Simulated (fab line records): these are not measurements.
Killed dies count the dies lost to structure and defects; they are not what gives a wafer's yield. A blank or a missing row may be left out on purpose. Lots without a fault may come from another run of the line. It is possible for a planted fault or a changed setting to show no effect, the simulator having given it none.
Chamber matching + flow nand_harc + NHARC_P_M2_ETCH_35 on rie_diel-03 has 4 sister chambers
The step etches the open film in N2/H2, target depth 40 nm, overetch 12 nm, time 43.94 s. 8 wafers are shown with their chamber, then 7 later ones without.

## WAFERS WITH THEIR CHAMBER
| wafer  | chamber | drypump_motor_current_A (A) | oes_product_au (a.u.) |
|--------|---------|-----------------------------|-----------------------|
| L463.5 | 3       | 5.6                         | 0.999                 |
| L476.1 | 0       | 5.6                         | 1.009                 |
| L476.2 | 2       | 6.0                         | 0.995                 |
| L476.6 | 3       | 5.5                         | 0.985                 |
| L478.2 | 0       | 5.6                         | 1.002                 |
| L478.6 | 1       | 5.3                         | 1.022                 |
| L479.1 | 2       | 6.1                         | 0.986                 |
| L479.2 | 1       | 5.3                         | 1.016                 |

## WAFERS WHOSE CHAMBER IS MISSING
| wafer  | drypump_motor_current_A (A) | oes_product_au (a.u.) |
|--------|-----------------------------|-----------------------|
| L479.6 | 5.6                         | 0.967                 |
| L480.3 | 5.3                         | 1.019                 |
| L480.5 | 5.6                         | 0.974                 |
| L480.6 | 6.1                         | 0.998                 |
| L482.3 | 5.3                         | 1.006                 |
| L482.4 | 5.6                         | 1.005                 |
| L482.6 | 5.3                         | 1.022                 |

## WHICH CHAMBER EACH ONE RAN IN
| wafer  | from the rows above     | in truth |
|--------|-------------------------|----------|
| L479.6 | can't be placed: 3 or 0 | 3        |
| L480.3 | 1                       | 1        |
| L480.5 | can't be placed: 3 or 0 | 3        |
| L480.6 | 2                       | 2        |
| L482.3 | 1                       | 1        |
| L482.4 | 0                       | 0        |
| L482.6 | 1                       | 1        |
Correctly placed: 5 of 7. These rows do not allow placing 2 (true chamber among the candidates in 2). Wrongly placed: 0.
How it was worked out, from the rows above alone: a wafer's distance from a chamber is the root of the sum, over the readings, of the square of ((its reading less the chamber's mean) divided by the reading's scatter). If the next closest chamber is less than 2 further off than the closest, the wafer can't be placed; otherwise it belongs to the closest. The mean given for a chamber averages the wafers shown for that chamber. How the scatter is found: for the shown wafers, subtract from each reading the mean of its chamber, square and add these, divide the total by (wafers less chambers), then take the root.
